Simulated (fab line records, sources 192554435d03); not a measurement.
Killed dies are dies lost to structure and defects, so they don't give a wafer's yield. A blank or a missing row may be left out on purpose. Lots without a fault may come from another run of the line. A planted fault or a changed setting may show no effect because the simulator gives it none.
Chamber matching | flow n5_finfet | N5_BEOL_M5_CURE_80 on uv_cure-01: 3 sister chambers
The step cures SiCOH lowk, time 120 s. 6 wafers are shown with their chamber, then 9 later ones without.

WAFERS WITH THEIR CHAMBER
wafer  | chamber | wafer_temp_C_max | lamp_power_pct (%)
L075.3 | 0       | 372.6            | 52.33
L075.6 | 0       | 372.5            | 52.31
L086.4 | 1       | 371.3            | 52.38
L086.6 | 1       | 371.6            | 52.31
L087.3 | 2       | 371.7            | 52.31
L087.6 | 2       | 371.4            | 52.32

WAFERS WITHOUT THEIR CHAMBER
wafer  | wafer_temp_C_max | lamp_power_pct (%)
L090.2 | 372.6            | 52.38
L090.5 | 371.8            | 52.34
L090.6 | 372.6            | 52.27
L089.1 | 372.4            | 52.28
L089.2 | 372.5            | 52.26
L089.6 | 372.5            | 52.26
L089.3 | 373.6            | 52.32
L089.4 | 373.4            | 52.33
L089.5 | 371.4            | 52.37

WHICH CHAMBER EACH WENT THROUGH
wafer  | from the rows above     | in truth
L090.2 | 0                       | 0
L090.5 | can't be placed: 2 or 1 | 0
L090.6 | 0                       | 0
L089.1 | 0                       | 0
L089.2 | 0                       | 0
L089.6 | 0                       | 0
L089.3 | 0                       | 0
L089.4 | 0                       | 0
L089.5 | can't be placed: 1 or 2 | 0
Placed correctly: 7 of 9. Can't be placed from these rows: 2 (the true chamber is among the candidates in 0). Placed wrongly: 0.
How it was worked out, from the rows above alone: a wafer's distance from a chamber is the root of the sum, over the readings, of the square of ((its reading less the chamber's mean) divided by the reading's scatter). The wafer belongs to the nearest chamber; if the next one is less than 2 further off, it can't be placed. A chamber's mean is the mean of its shown wafers. The scatter: the root of (the sum of the squares of (reading less its chamber's mean) over the shown wafers, divided by (wafers less chambers)).
